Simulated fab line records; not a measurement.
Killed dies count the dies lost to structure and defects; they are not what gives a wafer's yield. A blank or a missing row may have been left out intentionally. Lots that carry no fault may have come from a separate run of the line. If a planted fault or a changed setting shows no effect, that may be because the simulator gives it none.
Split-lot trial :: flow n5 finfet :: 39 wafers read from 7 lots, route of 1938 steps

## ON THE SPLIT
At N5_FIN_SAQP_HM_DEP_72 (deposits SiO2 from SiH4/N2O, target thk 12 nm, time 7.2 s), the setting target thk a was moved away from the recipe's 120 angstrom on 18 of the 39 wafers read, by -12.1% to +12.7%. This setting was run at the recipe's value on the other wafers.

## FROM THE SPLIT TO THE READING: what the file shows between them, 4 steps
- N5_FIN_SAQP_COAT_49: time 60 s, resist thk 100 nm
- N5_FIN_SAQP_COAT_50: time 60 s, resist thk 35 nm
- N5_FIN_SAQP_ETCH_52: etches SOC in N2/H2, target depth 100 nm, overetch 20 nm, time 150 s
- N5_FIN_SAQP_STRIP_53: strips in N2/H2

## THE READING
etch.depth nm (the simulator's own value, which no gauge read), in nm, at N5_FIN_SAQP_HM_OPEN_73 (chemistry CHF3/O2, target SiO2, stops on a-Si, target depth 12 nm, time 16.8 s). The file gives no usual value for it. The 21 wafers here that ran the recipe average 12.07 nm, standard deviation 0.18 nm.

wafer: L074.1
tool, chamber at the split: pecvd-02, 1
target thk a as run, angstrom: 120
against the recipe: recipe
etch.depth nm, nm: 12.12
against lot-mates on the recipe: -

wafer: L074.2
tool, chamber at the split: pecvd-02, 2
target thk a as run, angstrom: 120
against the recipe: recipe
etch.depth nm, nm: 11.84
against lot-mates on the recipe: -

wafer: L074.3
tool, chamber at the split: pecvd-02, 0
target thk a as run, angstrom: 108.1
against the recipe: -9.9%
etch.depth nm, nm: 10.56
against lot-mates on the recipe: -1.38

wafer: L074.4
tool, chamber at the split: pecvd-02, 0
target thk a as run, angstrom: 120
against the recipe: recipe
etch.depth nm, nm: 11.85
against lot-mates on the recipe: -

wafer: L074.5
tool, chamber at the split: pecvd-02, 2,1
target thk a as run, angstrom: 108.1
against the recipe: -9.9%
etch.depth nm, nm: 10.76
against lot-mates on the recipe: -1.18

wafer: L074.6
tool, chamber at the split: pecvd-02, 2,1
target thk a as run, angstrom: 108.1
against the recipe: -9.9%
etch.depth nm, nm: 10.76
against lot-mates on the recipe: -1.18

wafer: L076.1
tool, chamber at the split: pecvd-04, 0
target thk a as run, angstrom: 105.5
against the recipe: -12.1%
etch.depth nm, nm: 10.42
against lot-mates on the recipe: -1.55

wafer: L076.4
tool, chamber at the split: pecvd-04, 0
target thk a as run, angstrom: 105.5
against the recipe: -12.1%
etch.depth nm, nm: 10.42
against lot-mates on the recipe: -1.55

wafer: L076.2
tool, chamber at the split: pecvd-04, 1
target thk a as run, angstrom: 105.5
against the recipe: -12.1%
etch.depth nm, nm: 10.54
against lot-mates on the recipe: -1.43

wafer: L076.3
tool, chamber at the split: pecvd-04, 2
target thk a as run, angstrom: 120
against the recipe: recipe
etch.depth nm, nm: 11.95
against lot-mates on the recipe: -

wafer: L076.5
tool, chamber at the split: pecvd-04, 1
target thk a as run, angstrom: 120
against the recipe: recipe
etch.depth nm, nm: 12.09
against lot-mates on the recipe: -

wafer: L076.6
tool, chamber at the split: pecvd-04, 2
target thk a as run, angstrom: 120
against the recipe: recipe
etch.depth nm, nm: 11.88
against lot-mates on the recipe: -

wafer: L078.1
tool, chamber at the split: pecvd-04, 1
target thk a as run, angstrom: 120
against the recipe: recipe
etch.depth nm, nm: 12.1
against lot-mates on the recipe: -

wafer: L078.2
tool, chamber at the split: pecvd-04, 0
target thk a as run, angstrom: 109.6
against the recipe: -8.7%
etch.depth nm, nm: 11.04
against lot-mates on the recipe: -1.10

wafer: L078.3
tool, chamber at the split: pecvd-04, 2
target thk a as run, angstrom: 109.6
against the recipe: -8.7%
etch.depth nm, nm: 10.68
against lot-mates on the recipe: -1.46

wafer: L078.4
tool, chamber at the split: pecvd-04, 1
target thk a as run, angstrom: 120
against the recipe: recipe
etch.depth nm, nm: 12.06
against lot-mates on the recipe: -

wafer: L078.5
tool, chamber at the split: pecvd-04, 2
target thk a as run, angstrom: 120
against the recipe: recipe
etch.depth nm, nm: 12.25
against lot-mates on the recipe: -

wafer: L078.6
tool, chamber at the split: pecvd-04, 0
target thk a as run, angstrom: 109.6
against the recipe: -8.7%
etch.depth nm, nm: 11.07
against lot-mates on the recipe: -1.07

wafer: L082.1
tool, chamber at the split: pecvd-04, 2
target thk a as run, angstrom: 120
against the recipe: recipe
etch.depth nm, nm: 11.74
against lot-mates on the recipe: -

wafer: L082.2
tool, chamber at the split: pecvd-04, 0
target thk a as run, angstrom: 135.2
against the recipe: +12.7%
etch.depth nm, nm: 13.4
against lot-mates on the recipe: +1.28

wafer: L082.3
tool, chamber at the split: pecvd-04, 1
target thk a as run, angstrom: 135.2
against the recipe: +12.7%
etch.depth nm, nm: 13.69
against lot-mates on the recipe: +1.57

wafer: L082.4
tool, chamber at the split: pecvd-04, 0
target thk a as run, angstrom: 120
against the recipe: recipe
etch.depth nm, nm: 12.38
against lot-mates on the recipe: -

wafer: L082.5
tool, chamber at the split: pecvd-04, 1
target thk a as run, angstrom: 135.2
against the recipe: +12.7%
etch.depth nm, nm: 13.64
against lot-mates on the recipe: +1.52

wafer: L082.6
tool, chamber at the split: pecvd-04, 2
target thk a as run, angstrom: 120
against the recipe: recipe
etch.depth nm, nm: 12.25
against lot-mates on the recipe: -

wafer: L088.1
tool, chamber at the split: pecvd-04, 0
target thk a as run, angstrom: 132.2
against the recipe: +10.2%
etch.depth nm, nm: 13.31
against lot-mates on the recipe: +1.17

wafer: L088.2
tool, chamber at the split: pecvd-04, 1
target thk a as run, angstrom: 120
against the recipe: recipe
etch.depth nm, nm: 11.92
against lot-mates on the recipe: -

wafer: L088.3
tool, chamber at the split: pecvd-04, 2
target thk a as run, angstrom: 132.2
against the recipe: +10.2%
etch.depth nm, nm: 13.19
against lot-mates on the recipe: +1.05

wafer: L088.4
tool, chamber at the split: pecvd-04, 1
target thk a as run, angstrom: 120
against the recipe: recipe
etch.depth nm, nm: 12.26
against lot-mates on the recipe: -

wafer: L088.5
tool, chamber at the split: pecvd-04, 2
target thk a as run, angstrom: 120
against the recipe: recipe
etch.depth nm, nm: 12.23
against lot-mates on the recipe: -

wafer: L088.6
tool, chamber at the split: pecvd-04, 0
target thk a as run, angstrom: 132.2
against the recipe: +10.2%
etch.depth nm, nm: 13.5
against lot-mates on the recipe: +1.36

wafer: L092.1
tool, chamber at the split: pecvd-02, 1
target thk a as run, angstrom: 120
against the recipe: recipe
etch.depth nm, nm: 11.81
against lot-mates on the recipe: -

wafer: L092.2
tool, chamber at the split: pecvd-02, 2
target thk a as run, angstrom: 120
against the recipe: recipe
etch.depth nm, nm: 12.06
against lot-mates on the recipe: -

wafer: L092.3
tool, chamber at the split: pecvd-02, 0
target thk a as run, angstrom: 113.4
against the recipe: -5.5%
etch.depth nm, nm: 11.39
against lot-mates on the recipe: -0.61

wafer: L092.4
tool, chamber at the split: pecvd-02, 2
target thk a as run, angstrom: 113.4
against the recipe: -5.5%
etch.depth nm, nm: 11.58
against lot-mates on the recipe: -0.42

wafer: L092.5
tool, chamber at the split: pecvd-02, 1
target thk a as run, angstrom: 113.4
against the recipe: -5.5%
etch.depth nm, nm: 11.57
against lot-mates on the recipe: -0.43

wafer: L092.6
tool, chamber at the split: pecvd-02, 0
target thk a as run, angstrom: 120
against the recipe: recipe
etch.depth nm, nm: 12.12
against lot-mates on the recipe: -

wafer: L093.2
tool, chamber at the split: pecvd-02, 2
target thk a as run, angstrom: 120
against the recipe: recipe
etch.depth nm, nm: 12.13
against lot-mates on the recipe: -

wafer: L093.4
tool, chamber at the split: pecvd-02, 2
target thk a as run, angstrom: 120
against the recipe: recipe
etch.depth nm, nm: 12.33
against lot-mates on the recipe: -

wafer: L093.6
tool, chamber at the split: pecvd-02, 0
target thk a as run, angstrom: 120
against the recipe: recipe
etch.depth nm, nm: 12.17
against lot-mates on the recipe: -
The file does not say which wafer passed through which chamber wherever a row lists several chambers: such a row stands for several wafers.

THE FIT
A straight line over all 39 wafers: etch.depth nm changes by +0.127 nm for each +1% of target thk a; r = +0.98; the points scatter about the line by 0.17 nm.
The same after taking each lot's own level away (the mean of its wafers on the recipe; 39 wafers): +0.121 nm for each +1%; r = +0.98; scatter 0.16 nm.
The reading moves by 1.5 nm for the largest change in target thk a, on that fit.
The lots' own levels span 11.937 to 12.210 nm, that is 1.5 times the standard deviation above.
The two slopes agree, so the slope changes little with the lot-to-lot level.
Check: for one of the wafers moved furthest among these (+12.7%), held out of the fit, the line's prediction against its lot-mates is +1.55 nm. It came out at +1.28 nm against them.

## THE WHOLE CHAIN: every reading that the file lists as answering this split, in the file's order
step: N5_FIN_SAQP_HM_DEP_72
what it does: deposits SiO2 from SiH4/N2O, target thk 12 nm, time 7.2 s
reading: SiO2_of_FIN_SAQP_HM_DEP_72.thk nm (the simulator's own value, which no gauge read)
change (the file's fit): +0.121 nm for each +1% of the setting
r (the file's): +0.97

step: N5_FIN_SAQP_HM_OPEN_73
what it does: chemistry CHF3/O2, target SiO2, stops on a-Si, target depth 12 nm, time 16.8 s
reading: etch.depth nm (the simulator's own value, which no gauge read)
change (the file's fit): +0.121 nm for each +1% of the setting
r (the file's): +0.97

## THE FILE'S OWN FIT
etch.depth nm changes by +0.121 nm for each +1% of target thk a, r = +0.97.
